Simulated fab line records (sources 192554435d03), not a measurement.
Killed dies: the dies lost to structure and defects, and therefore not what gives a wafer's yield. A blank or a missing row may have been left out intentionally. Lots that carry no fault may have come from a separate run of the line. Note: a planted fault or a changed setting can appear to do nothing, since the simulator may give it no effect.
Chamber matching / flow n5_finfet / 3 sister chambers for N5_BEOL_M2_DEP_57 on pecvd-04
The step deposits SiCN from 3MS/NH3, target thk 8 nm, time 14 s. 6 wafers are shown with their chamber, then 10 later ones without.

== WAFERS, EACH WITH ITS CHAMBER ==
wafer=L081.1; chamber=1; throttle_valve_pct (%)=9.7; showerhead_plenum_p_Torr (Torr)=3.647
wafer=L081.6; chamber=1; throttle_valve_pct (%)=9.7; showerhead_plenum_p_Torr (Torr)=3.651
wafer=L084.3; chamber=2; throttle_valve_pct (%)=8.5; showerhead_plenum_p_Torr (Torr)=3.688
wafer=L084.6; chamber=2; throttle_valve_pct (%)=8.4; showerhead_plenum_p_Torr (Torr)=3.681
wafer=L086.1; chamber=0; throttle_valve_pct (%)=8.5; showerhead_plenum_p_Torr (Torr)=3.656
wafer=L086.4; chamber=0; throttle_valve_pct (%)=8.4; showerhead_plenum_p_Torr (Torr)=3.669

== WAFERS MISSING THEIR CHAMBER ==
wafer=L086.5; throttle_valve_pct (%)=8.7; showerhead_plenum_p_Torr (Torr)=3.672
wafer=L088.3; throttle_valve_pct (%)=8.5; showerhead_plenum_p_Torr (Torr)=3.659
wafer=L088.5; throttle_valve_pct (%)=9.8; showerhead_plenum_p_Torr (Torr)=3.651
wafer=L088.6; throttle_valve_pct (%)=8.5; showerhead_plenum_p_Torr (Torr)=3.666
wafer=L093.1; throttle_valve_pct (%)=8.7; showerhead_plenum_p_Torr (Torr)=3.677
wafer=L093.3; throttle_valve_pct (%)=8.5; showerhead_plenum_p_Torr (Torr)=3.668
wafer=L093.5; throttle_valve_pct (%)=8.7; showerhead_plenum_p_Torr (Torr)=3.667
wafer=L096.3; throttle_valve_pct (%)=8.7; showerhead_plenum_p_Torr (Torr)=3.662
wafer=L096.4; throttle_valve_pct (%)=9.8; showerhead_plenum_p_Torr (Torr)=3.659
wafer=L096.5; throttle_valve_pct (%)=8.8; showerhead_plenum_p_Torr (Torr)=3.693

== WHICH CHAMBER EACH WENT THROUGH ==
wafer=L086.5; from the rows above=can't be placed: 0 or 2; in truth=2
wafer=L088.3; from the rows above=0; in truth=0
wafer=L088.5; from the rows above=1; in truth=1
wafer=L088.6; from the rows above=0; in truth=0
wafer=L093.1; from the rows above=can't be placed: 2 or 0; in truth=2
wafer=L093.3; from the rows above=can't be placed: 0 or 2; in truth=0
wafer=L093.5; from the rows above=can't be placed: 0 or 2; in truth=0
wafer=L096.3; from the rows above=can't be placed: 0 or 2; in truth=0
wafer=L096.4; from the rows above=1; in truth=1
wafer=L096.5; from the rows above=can't be placed: 2 or 0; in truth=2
Placed correctly: 4 of 10. From these rows, 6 cannot be placed; in 6 the true chamber is one of the candidates. Number placed wrongly: 0.
How it was worked out, from the rows above alone: a wafer's distance from a chamber is the root of the sum, over the readings, of the square of ((its reading less the chamber's mean) divided by the reading's scatter). If the next closest chamber is less than 2 further off than the closest, the wafer can't be placed; otherwise it belongs to the closest. For every chamber, the mean is computed from those of its wafers that are shown. The scatter: take each reading less its chamber's mean, square it, sum over the shown wafers, divide by the number of wafers less the number of chambers, and take the root.
